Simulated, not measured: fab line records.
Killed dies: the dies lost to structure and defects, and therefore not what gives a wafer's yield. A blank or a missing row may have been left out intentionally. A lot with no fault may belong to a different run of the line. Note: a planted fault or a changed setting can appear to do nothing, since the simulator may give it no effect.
Matching of chambers ; flow nandHarc ; NHARC_A_CHANNEL_HOLE_D1_DEP_01 on pecvd-02: 3 sister chambers
The step deposits SiON, target thk 140 nm. 6 wafers are shown with their chamber, then 7 later ones without.

## WAFERS, EACH WITH ITS CHAMBER
wafer;chamber;heaterPowerW (W)
L084.6;0;654
L091.2;1;755
L091.5;2;721
L091.6;0;645
L092.1;2;739
L092.3;1;783

## WAFERS MISSING THEIR CHAMBER
wafer;heaterPowerW (W)
L092.5;749
L094.3;563
L094.5;560
L094.6;643
L096.2;609
L096.5;830
L096.6;594

## CHAMBER TAKEN BY EACH
wafer;from the rows above;in truth
L092.5;can't be placed: 2 or 1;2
L094.3;0;0
L094.5;0;0
L094.6;0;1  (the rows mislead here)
L096.2;0;0
L096.5;1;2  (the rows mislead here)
L096.6;0;0
Placed correctly: 4 of 7. These rows do not allow placing 1 (true chamber among the candidates in 1). Number placed wrongly: 2.
How it was worked out, from the rows above alone: a wafer's distance from a chamber is the root of the sum, over the readings, of the square of ((its reading less the chamber's mean) divided by the reading's scatter). If the next closest chamber is less than 2 further off than the closest, the wafer can't be placed; otherwise it belongs to the closest. Each chamber's mean is taken over the wafers shown for it. How the scatter is found: for the shown wafers, subtract from each reading the mean of its chamber, square and add these, divide the total by (wafers less chambers), then take the root.
